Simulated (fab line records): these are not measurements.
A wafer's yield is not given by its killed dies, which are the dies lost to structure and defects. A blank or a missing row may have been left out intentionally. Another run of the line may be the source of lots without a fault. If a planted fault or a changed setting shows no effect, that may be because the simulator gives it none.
fab line records	flow n5-finfet
record: lots: 5	wafers: 14	last-day: 19
route steps=1938 shown BEOL_M4@1099 BEOL_M5@1112 BEOL_M9@1404 PASSIVATION@1936
lots untouched by any fault: they come from a run of this same line in which no faults occurred
start-h: hours from the record's first day to the start of the lot's first wafer shown	wait-h: hours since the lot's step before	" unchanged from the row above	L1.1+2: a row that stands for several wafers	- no value present, or no start provided	* or withheld: withheld	< > ~ a bound
route shown NAME@n: a module of which the file shows steps, and the number in the route of the first	usual: mean/standard deviation of fault-free wafers	same: alike in all rows	chamber/n: place in a boat	sites: readings site by site	_std_site: their standard deviation	_edge_site: mean of outer sites minus mean of inner sites	radius-mm: how far each site lies from the wafer's centre	mask NAME#n: copy n	behind: the last tool/chamber to shape the wafer	hold: what put the lot on hold/how long, in hours/how the hold closed	device: the n, p or np transistor that did not switch	end of line: the same wafers' tests at the end of the route	for a step that has no rows: nothing shown but its recipe	killed: the dies lost at the first sort to structure and to defects; this is not the yield of the wafer	map: a wafer's dies, marking killed ones x, the rest . and places with no die _
set.NAME: the setting the step ran with; set.NAME@STEP: the setting that earlier step ran with	model.NAME: the simulator's own value behind a step, which no gauge read
lots seen at some steps along the route; tables by step, rows by wafer
services: a tool's chamber out of use, with start hour (start-h, from the record's first day; less than 0 if before it), hours out, and reason
== steps ==
step: N5_BEOL_M4_ANNEAL_95
recipe: temp-c: 400	time-s: 240	ambient: vacuum
step: N5_BEOL_M4_SPUTTER_96
recipe: material: Cu	target-thk-a: 45	temp-c: -20	chamber-pressure-pa: 0.07	power-w: withheld	time-s: 8.29
step: N5_BEOL_M4_ECD_50
recipe: material: Cu	target-thk-a: 3000
step: N5_BEOL_M4_ANNEAL_51
recipe: temp-c: 225	time-s: 90	ambient: N2
step: N5_BEOL_M4_CMP_52
recipe: stop-on: SiOC	t-overpolish-s: 6.8	down-force-psi: 1	platen-rpm: 50	clearing-platen-down-force-psi: 1.5	clearing-platen-rpm: 50	post-cmp-clean: cu-alkaline	target-thk-nm: 40	clearing-platen-pad-velocity-m-s: 0.99484	pad-velocity-m-s: 0.99484
step: N5_BEOL_M4_PRE_CLEAN_60
recipe: gas: NH3/H2	time-s: 15	temp-c: *	rf-power-w: 300
step: N5_BEOL_M4_CO_CAP_55
recipe: material: Co	target-thk-a: 20	temp-c: 200	precursor: CCTBA/H2	pressure-torr: 30	time-s: 102.1
step: N5_BEOL_M4_PRE_CLEAN_56
recipe: gas: NH3	time-s: 15	temp-c: withheld	rf-power-w: 300
step: N5_BEOL_M4_DEP_57
recipe: material: SiCN	target-thk-a: 80	temp-c: withheld	precursor: 3MS/NH3	pressure-torr: 3	rf-w: 202	time-s: 14
step: N5_BEOL_M4_RC_MEAS_101
usual: DIBL_N: 37.7/2	DIBL_P: 37.7/2.3	IOFF_N: 0.18/0.039	IOFF_P: 0.23/0.042	ION_N: 681/12	ION_P: 463/8	SS_N: 71.9/0.68	SS_P: 73.6/0.71	VT_N: 248/3.2	VT_P: -249/3.1
lot.wafer	tool	chamber	start-h	wait-h	DIBL_N[mV/V]	DIBL_P[mV/V]	IOFF_N[nA/um]	IOFF_P[nA/um]	ION_N[uA/um]	ION_P[uA/um]	SS_N[mV/dec]	SS_P[mV/dec]	VT_N[mV]	VT_P[mV]
L472.1	prober-02	0	281.36	0.0	37.1	38.8	0.19	0.24	686	468	72.3	73.6	247	-249
L472.5	"	0	"	"	35.6	36.8	0.15	0.20	663	452	71.7	72.9	250	-251
L472.6	"	0	"	"	36.3	36.9	0.16	0.21	672	458	71.6	73.3	248	-252
L475.2	prober-02	0	307.14	0.2	35.6	37.0	0.15	0.21	677	465	72.3	73.8	253	-251
L475.4	"	0	"	"	41.6	42.8	0.27	0.31	699	465	73.3	75.9	245	-246
L475.5	"	0	"	"	37.2	36.3	0.17	0.19	672	456	71.5	74.2	251	-253
L476.3	prober-01	0	310.26	0.3	40.5	41.4	0.24	0.33	702	483	72.5	74.7	245	-243
L476.4	"	0	"	"	37.3	37.3	0.18	0.25	683	469	71.3	73.2	246	-245
L476.6	"	0	"	"	38.5	38.3	0.19	0.26	669	464	71.7	73.8	250	-248
L478.1	prober-01	0	317.17	0.0	39.6	39.1	0.22	0.26	696	469	72.3	73.6	241	-246
L478.4	"	0	"	"	36.9	36.4	0.16	0.20	678	456	71.9	73.1	247	-251
L478.5	"	0	"	"	38.7	39.5	0.19	0.25	696	475	71.7	74.1	246	-250
L483.3	prober-02	0	358.40	0.3	40.2	41.9	0.23	0.27	682	461	72.8	74.6	246	-249
L483.4	"	0	"	"	37.7	39.5	0.18	0.22	686	462	71.9	73.5	245	-251
step: N5_BEOL_M5_ILD_DEP_00
recipe: material: SiCOH_lowk	target-thk-a: 1406.4	temp-c: 300	precursor: DEMS/porogen	pressure-torr: 5	rf-w: 500	time-s: 25.9
step: N5_BEOL_M5_CURE_79
recipe: temp-c: 385	time-s: 240	ambient: He/Ar	material: SiCOH_lowk
step: N5_BEOL_M5_PECVD_70
recipe: material: SiO2	target-thk-a: 160	temp-c: 400	precursor: TEOS/O2	pressure-torr: 5.5	rf-w: 450	teos-flow-sccm: 53.8	gas: O2	flow-sccm: 3000	time-s: 18
step: N5_BEOL_M5_HM_DEP_02
recipe: material: TiN	target-thk-a: 200	temp-c: 25	chamber-pressure-pa: 0.49996
step: N5_BEOL_M5_COAT_59
recipe: resist: SOC	temp-c: 250	time-s: 60	spin-rpm: 1500	resist-thk-nm: 60
step: N5_BEOL_M5_COAT_60
recipe: resist: SiARC	temp-c: 220	time-s: 60	spin-rpm: 1500	resist-thk-nm: 12
step: N5_BEOL_M5_COAT_71
recipe: resist: underlayer	temp-c: 205	time-s: 60	spin-rpm: 1500	resist-thk-nm: 5
step: N5_BEOL_M5_COAT_05
recipe: resist: CAR-EUV	spin-rpm: 1500	resist-thk-nm: 30
step: N5_BEOL_M5_EBR_07
recipe: solvent: PGMEA	ebr-width-mm: 1.5
step: N5_BEOL_M5_SOFTBAKE_06
recipe: temp-c: 110	time-s: 60	resist: CAR-EUV
step: N5_BEOL_M5_EXPOSE_08
recipe: mask-id: M5	na: 0.33	source-shape: annular	sigma-inner: 0.4	sigma-outer: 0.8	polarization: unpolarized	target-cd-nm: 28	dose-mj: 35.75
step: N5_BEOL_M5_PEB_09
recipe: peb-temp-c: 100	peb-time-s: 60	resist: CAR-EUV
step: N5_BEOL_M5_DEVELOP_10
recipe: develop-time-s: 30	developer: TMAH	resist: CAR-EUV	rinse-liquid: surfactant-rinse	dry: air-spin	dev-temp-c: 23
step: N5_BEOL_M5_DESCUM_16
recipe: chemistry: O2	time-s: 7	source-power-w: 50	bias-power-w: 20	pressure-mtorr: 20	rf-frequency-hz: 2.712e+07	temp-c: 40	resist: CAR-EUV	o2-flow-sccm: 225
step: N5_BEOL_M5_ETCH_72
recipe: chemistry: N2/H2	target: underlayer	target-depth-a: 65	mask-material: CAR-EUV	time-s: 5.2	ion-energy-ev: 200	pressure-mtorr: 30	source-w: 840	bias-w: 150	n2-flow-sccm: 200	h2-flow-sccm: 200	ends: cleared
step: N5_BEOL_M5_ETCH_61
recipe: chemistry: CF4	target: SiARC	target-depth-a: 156	mask-material: CAR-EUV	time-s: 26	ion-energy-ev: 80	pressure-mtorr: 40	source-w: 545	bias-w: 36	Ar_flow_sccm: 100	cf4-flow-sccm: 100	ends: cleared
step: N5_BEOL_M5_ETCH_62
recipe: chemistry: N2/H2	target: SOC	target-depth-a: 750	overetch-a: 150	mask-material: SiARC	temp-c: 40	time-s: 112.5	ion-energy-ev: 200	pressure-mtorr: 30	source-w: 840	bias-w: 150	n2-flow-sccm: 200	h2-flow-sccm: 200
step: N5_BEOL_M5_STRIP_63
recipe: chemistry: N2/H2	temp-c: 40	n2-flow-sccm: 200	h2-flow-sccm: 200	rf-frequency-hz: 6e+07
step: N5_BEOL_M5_STRIP_73
recipe: chemistry: N2/H2	temp-c: 40	n2-flow-sccm: 200	h2-flow-sccm: 200	rf-frequency-hz: 6e+07
step: N5_BEOL_M5_STRIP_64
recipe: chemistry: CF4	resist: SiARC	power-w: 300	bias-power-w: 75	pressure-mtorr: 50	cf4-flow-sccm: 150	rf-frequency-hz: 6e+07
step: N5_BEOL_M5_HM_OPEN_17
recipe: chemistry: Cl2/BCl3	target-depth-a: 200	overetch-a: 60	target: TiN	mask-material: SOC	ion-energy-ev: 150	pressure-mtorr: 10	icp-w: 1000	bias-w: 126	Cl2_flow_sccm: 53.25	bcl3-flow-sccm: 21.75	Ar_flow_sccm: 25
step: N5_BEOL_M5_STRIP_19
recipe: chemistry: O2	power-w: 400	temp-c: 40	pressure-mtorr: 30	rf-frequency-hz: 6e+07	bias-power-w: 0	overash-fraction: 0.2	o2-flow-sccm: 225
step: N5_BEOL_M5_COAT_65
recipe: resist: SOC	temp-c: 250	time-s: 60	spin-rpm: 1500	resist-thk-nm: 60
step: N5_BEOL_M5_COAT_66
recipe: resist: SiARC	temp-c: 220	time-s: 60	spin-rpm: 1500	resist-thk-nm: 12
step: N5_BEOL_M9_PECVD_70
recipe: material: SiO2	target-thk-a: 200	temp-c: 400	precursor: TEOS/O2	pressure-torr: 5.5	rf-w: 450	teos-flow-sccm: 53.8	gas: O2	flow-sccm: 3000	time-s: 22.7
usual: chamber-pressure-Torr: 5.500/0.013	heater-power-outer-w: 436/72	heater-power-w: 747/130	showerhead-plenum-p-Torr: 8.77/0.067	showerhead-vpp-V: 1334/40	throttle-valve-pct: 22.7/0.81
lot.wafer	tool	chamber	start-h	wait-h	chamber-pressure-Torr	heater-power-outer-w	heater-power-w	showerhead-plenum-p-Torr	showerhead-vpp-V	throttle-valve-pct
L472.1	pecvd-02	0	325.47	0.1	5.507	443	771	8.79	1332	22.8
L472.5	"	1	"	"	5.492	433	687	8.75	1335	23.2
L472.6	"	2	"	"	5.524	426	733	8.81	1331	22.3
L476.3	pecvd-02	0	346.34	0.0	-	-	-	-	-	-
L476.4	"	1	"	"	-	-	-	-	-	-
L476.6	"	2	"	"	-	-	-	-	-	-
L475.2	pecvd-02	2	351.21	0.0	-	-	-	-	-	-
L475.4	"	0	"	"	-	-	-	-	-	-
L475.5	"	1	"	"	-	-	-	-	-	-
L478.1	pecvd-02	2	353.52	0.0	-	-	-	-	-	-
L478.4	"	0	"	"	-	-	-	-	-	-
L478.5	"	1	"	"	-	-	-	-	-	-
L483.3	pecvd-03	2	398.41	0.0	5.494	401	696	8.92	1388	22.0
L483.4	"	2	"	"	5.510	414	731	8.90	1380	21.6
step: N5_PASSIVATION_PROBE_49
usual: defect-limited-yield: 91.1/1.4	killed_at_M0_to_M3: 34/9.6	killed_at_M4_up: 15/5.3	killed-at-contacts: 12/6.1	killed-at-front-end: 40/11	killed-at-other: 3.5/2.8	killed-dies: 105/17	killed-on-rim: 14/4.3	killed-open: 70/12	killed-short: 34/7.7	sort_bin_4_leakage: 0.01/0.07	sort_bin_5_function: 5.2/0.97	sort_bin_6_memory: 3.4/0.62	sort-n-pass: 1075/17	sort-yield-pct: 91.1/1.4
same: gross-dies: 1180	killed-at-back-side: 0	sort_bin_8_speed[%]: 0
lot.wafer	tool	chamber	start-h	wait-h	defect-limited-yield[%]	killed_at_M0_to_M3	killed_at_M4_up	killed-at-contacts	killed-at-front-end	killed-at-other	killed-dies	killed-on-rim	killed-open	killed-short	sort_bin_4_leakage[%]	sort_bin_5_function[%]	sort_bin_6_memory[%]	sort-n-pass	sort-yield-pct[%]
L472.5	prober-01	-	403.59	0.2	91.5	21	5	12	61	1	100	11	65	35	0	5.3	2.9	1080	91.5
L472.6	prober-01	-	403.64	0.3	91.5	31	15	12	39	3	100	17	66	32	0	4.3	4.1	1080	91.5
L476.3	prober-02	-	408.24	0.2	64.2	44	325	15	33	6	423	119	70	38	0	32.5	3.0	757	64.2
L476.4	prober-02	-	408.29	0.3	61.9	41	348	15	37	8	449	23	78	37	0	35.1	2.5	731	61.9
L476.6	prober-02	-	408.39	0.4	63.6	16	332	25	54	3	430	111	72	22	0	32.1	3.1	750	63.6
L475.2	prober-02	-	413.10	0.1	65.8	36	310	15	40	2	403	100	67	35	0	30.6	3.2	777	65.8
L475.4	prober-02	-	413.20	0.2	63.1	52	327	8	45	3	435	112	67	49	0.42	32.7	3.6	740	62.7
L475.5	prober-02	-	413.25	0.2	64.4	25	335	11	48	1	420	6	59	34	0	32.2	3.2	760	64.4
L478.1	prober-01	-	420.52	0.0	66.5	22	328	13	26	6	395	109	46	30	0	31.1	2.1	785	66.5
L478.4	prober-01	-	420.67	0.2	65.1	40	316	7	46	3	412	116	67	33	0	30.8	3.0	768	65.1
L478.5	prober-01	-	420.72	0.2	64.3	23	336	7	53	2	421	26	73	26	0	31.9	3.0	759	64.3
killed by level:class
L472.5 FIN_SAQP:geometric-particle:open=28 FIN_SAQP:geometric-particle:short=10 MOL_CONTACT_COAG:geometric-particle:open=10 BEOL_M3:geometric-particle:short=5 BEOL_M3:geometric-particle:open=5 STARTING-WAFER:geometric-particle:short=5 ILD0:geometric-particle:short=4 ILD0:geometric-particle:open=3
L472.6 FIN_SAQP:geometric-particle:open=15 MOL_CONTACT_COAG:geometric-particle:open=10 BEOL_M1:geometric-particle:open=8 FIN_SAQP:geometric-particle:short=7 BEOL_M0_SAQP:geometric-particle:open=5 BEOL_M3:geometric-particle:short=5 BEOL_M4:geometric-particle:open=5 STI_FIN_REVEAL:geometric-particle:open=4
L476.3 BEOL_M9:area-pecvd=314 BEOL_M0_SAQP:geometric-particle:short=11 MOL_CONTACT_COAG:geometric-particle:open=10 BEOL_M1:geometric-particle:open=9 BEOL_M2:geometric-particle:open=9 STI_FIN_REVEAL:geometric-particle:open=8 BEOL_M0_SAQP:geometric-particle:open=8 GATE_CUT:geometric-particle:short=5
L476.4 BEOL_M9:area-pecvd=332 MOL_CONTACT_COAG:geometric-particle:open=10 BEOL_M0_SAQP:geometric-particle:open=9 BEOL_M2:geometric-particle:open=9 DUMMY_GATE:geometric-particle:open=8 BEOL_M1:geometric-particle:open=8 FIN_SAQP:geometric-particle:open=6 BEOL_M0_SAQP:geometric-particle:short=6
L476.6 BEOL_M9:area-pecvd=323 MOL_CONTACT_COAG:geometric-particle:open=19 STI_FIN_REVEAL:geometric-particle:open=14 HKMG_FIN:area-etch=11 FIN_SAQP:geometric-particle:open=9 BEOL_M0_SAQP:geometric-particle:open=7 MOL_CONTACT_COAG:geometric-particle:short=6 STARTING-WAFER:geometric-particle:short=4
L475.2 BEOL_M9:area-pecvd=301 MOL_CONTACT_COAG:geometric-particle:open=10 FIN_SAQP:geometric-particle:open=9 FIN_SAQP:geometric-particle:short=9 BEOL_M2:geometric-particle:open=8 BEOL_M0_SAQP:geometric-particle:open=8 GATE_CUT:geometric-particle:open=6 MOL_CONTACT_COAG:geometric-particle:short=5
L475.4 BEOL_M9:area-pecvd=318 BEOL_M0_SAQP:geometric-particle:short=15 FIN_SAQP:geometric-particle:short=14 BEOL_M0_SAQP:geometric-particle:open=13 FIN_SAQP:geometric-particle:open=11 BEOL_M1:geometric-particle:open=11 MOL_CONTACT_COAG:geometric-particle:open=7 BEOL_M3:geometric-particle:open=5
L475.5 BEOL_M9:area-pecvd=327 FIN_SAQP:geometric-particle:open=10 FIN_SAQP:geometric-particle:short=9 MOL_CONTACT_COAG:geometric-particle:open=8 GATE_CUT:geometric-particle:short=6 BEOL_M2:geometric-particle:open=6 ILD0:geometric-particle:short=5 GATE_CUT:geometric-particle:open=5
L478.1 BEOL_M9:area-pecvd=319 MOL_CONTACT_COAG:geometric-particle:open=11 FIN_SAQP:geometric-particle:open=10 FIN_SAQP:geometric-particle:short=8 BEOL_M0_SAQP:geometric-particle:short=6 BEOL_M3:geometric-particle:open=5 BEOL_M2:geometric-particle:open=4 BEOL_M2:geometric-particle:short=3
L478.4 BEOL_M9:area-pecvd=300 HKMG_FIN:area-etch=12 FIN_SAQP:geometric-particle:open=11 FIN_SAQP:geometric-particle:short=9 BEOL_M1:geometric-particle:open=9 BEOL_M0_SAQP:geometric-particle:open=9 MOL_CONTACT_COAG:geometric-particle:open=6 BEOL_M4:geometric-particle:open=6
L478.5 BEOL_M9:area-pecvd=315 BEOL_M4:geometric-particle:open=12 BEOL_M3:geometric-particle:open=9 FIN_SAQP:geometric-particle:open=8 GATE_CUT:geometric-particle:short=8 BEOL_M1:geometric-particle:open=7 HKMG_FIN:area-etch=7 DUMMY_GATE:geometric-particle:open=6
map L475.4 (x killed, . not)
_________________xxxxxx.xxx.x________________
______________xx.xxxxxxxx.xx.x.._____________
___________xxxxxxxx..x..x....xxxxxx__________
__________xxx..xxxx..xxx...x.x.xxx.x_________
________.xx..xxx.xx..x..xx...x...xx.x._______
_______x..xx...x.x.x.x....xxx..x.x.xxxx______
______xxx..x.x.x..xx..x..x.xx..x..xxx.xx_____
_____.xxx.xx....x....x..x.x....xxx..xxxxx____
____xx.x.x.xxx.x.....x.........x..x...xx.x___
___xx.x..xx..xx.xx......xx......x...xx.xxxx__
___.x..xx.x...xx.x.x...............xx..xxx.__
__xxx.x..xx.x.......................x..x.xx._
__xxxxxx........x.....x..x......x....x...xxx_
_xxx..x.xx.........x.x.................xxx.xx
_x.xxxxx...........x......x..x...........xxxx
_x.xxx.x.......................x...........xx
_.xx...x...x.....x.............x...xx...x..xx
_xxxx.x..............x..................xxxx.
_xxxxxx..............x...............x....x.x
_x.xx.x......xx...........xx............xxxxx
_.xxxx......x..x.....xx.x..........x..x..xx.x
__...xx.x..x...........x.............x.xx.xx_
__xx.xx..x.....x.x................xx...x.xx._
___xx.xxxx.x............x....xx........xx.x__
___x........x..............xx.....xxx...x.x__
____x.x..x....x...........x...x......xx.xx___
_____xxx.xx.x.......x.....x.x........xxxx____
______x...x..x.x.....xx............x...x_____
_______xx.x..x.x.x......x..........xxxx______
________xx.x..xx.x.xx...xx...x.xxxxxx._______
__________xxx.x.xxxx.xx.x.x.x..xxxxx_________
___________....x.xx.x..x...xx.xxxxx__________
______________xxxxxxxxx..x.xxx.._____________
_________________.x..xx.xxxx.________________
map L476.4 (x killed, . not)
_________________...xxx......________________
______________.x......x.......x._____________
___________......x.x..........x.xx.__________
__________....x.x...xxx....x..x..x.._________
________...x...x...xxx..x..x.........._______
_______x..xx.x...x...x..xx.............______
______..x.x..xx...x.xx.xxx.xx.x........._____
_____....x.xxxx..xxx.....xxx.xxx..x.x...x____
____..x.....x...x..xx..xxxxx..x.xx.xx...x.___
___.......xx..xxxxx...x.xx..x..x.....x..x..__
___..x.......xxx..x.x.xxxxx..xx...x.x......__
__.x..xxx...x.xxxxx...xxxx.x.x..xx.........._
__.......x.xxxxx.xx.x.xxxxxxx.xxx...x......._
_..x..x.xx.xx.x.x.xxxxxxxxx.xxx..........x...
_.x.x....xxxxx.xx.xx.x.xxx...xxx.x.........x.
_..x.....x.xxxxxxxx.xxx.x.xxxxx...xxxx.......
_.....xx.x.xx.xxxx.x.xx.xxxxx.xxx....x.xx....
_.x.x.x.....xxx..x.xxxxxxxxxx....x.xx........
_..xx...xxx.xxx..xxxxxxxxxxx.x..x.xxxx......x
_x.....xxxxxxxxxxxxxxxx.xxxxxxxx.xxxx........
_x......x.xxxxxxxxxx.xxxxx.xx...xx.x.......x.
__.xx......xxxx.xx.xxxxx.xxxx.x..xx........._
__.....xx.xxxxx.x.xx.xxx.x......x....x......_
___..........xx.x..xxxxxxxxxxxx...........x__
___.......x..x.x.x.xxxxxxx.xx..x.xx..x.....__
____......x.x.x....xx..x.xx...............___
_____....x.x....x.xx..x.xx.x....x........____
______......x...x.........xx...x.......x_____
_______...........xxx.......x.........x______
________.....x.......xx....x.xx......._______
__________.x.....x.x.....xx........._________
___________...x....x...x.x...x....x__________
______________..x...........x..._____________
_________________............________________
== services ==
tool	chamber	start-h	hours	kind
pecvd-02	-	324.36	0.8	repair
pecvd-02	2	355.98	11.3	repair
== key ==
first-sign: step: N5_BEOL_M9_PECVD_70	reading: tool-record	direction: missing
effect: step: N5_PASSIVATION_PROBE_49	reading: killed_at_M4_up	direction: up	sigmas: 59	usual: 15	struck: 329
more-kills-born-at: N5_BEOL_M9_PECVD_70@pecvd-02: 2849
met-at N5_BEOL_M9_PECVD_70
struck-wafers L475.2,L475.4,L475.5,L476.3,L476.4,L476.6,L478.1,L478.4,L478.5
baseline-loss: step: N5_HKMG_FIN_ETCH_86	wafers: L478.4
onset-between 325.47 346.34
fault: kind: skipped-step-whole	tool: pecvd-02	chamber: -	onset-h: 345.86	steps: N5_BEOL_M9_PECVD_70	scope: struck-lots-only
baseline-loss: these wafers lose ten dies or more at that step, a loss of the line's own and not of a fault; the sort's usual values leave them out
